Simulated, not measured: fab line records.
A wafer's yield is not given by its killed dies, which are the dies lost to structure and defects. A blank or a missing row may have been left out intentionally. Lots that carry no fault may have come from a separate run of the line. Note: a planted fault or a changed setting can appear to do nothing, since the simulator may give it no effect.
Matching of chambers | flow nandHarc | aldSin-03 running NHARC_P_GATE_ALD_36: 4 sister chambers
The step deposits SiNx, target thk 20 nm, pulse time 60 s, ald cycles 223. 4 wafers are shown with their chamber, then 7 later ones without.

## WAFERS WITH THEIR CHAMBER
wafer  | chamber | heaterPowerW (W)
L081.3 | 2       | 964
L085.5 | 3       | 827
L087.5 | 0       | 964
L087.6 | 1       | 983

## WAFERS MISSING THEIR CHAMBER
wafer  | heaterPowerW (W)
L087.4 | 835
L091.1 | 981
L091.4 | 842
L091.3 | 964
L093.1 | 951
L093.2 | 853
L093.5 | 948

## CHAMBER TAKEN BY EACH
wafer  | from the rows above          | in truth
L087.4 | 3                            | 3
L091.1 | can't be placed: 1 or 0 or 2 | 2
L091.4 | 3                            | 3
L091.3 | can't be placed: 0 or 2 or 1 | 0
L093.1 | can't be placed: 0 or 2 or 1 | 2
L093.2 | 3                            | 3
L093.5 | can't be placed: 0 or 2 or 1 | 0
3 of 7 placed correctly. Unplaceable from these rows: 4, with the true chamber sitting among the candidates in 4. 0 placed wrongly.
How it was worked out, from the rows above alone: a wafer's distance from a chamber is the root of the sum, over the readings, of the square of ((its reading less the chamber's mean) divided by the reading's scatter). The wafer belongs to the nearest chamber; if the next one is less than 2 further off, it can't be placed. Each chamber's mean is taken over the wafers shown for it. The scatter: root of mean squared gap, hidden wafer to nearest shown wafer, with one shown wafer a chamber.
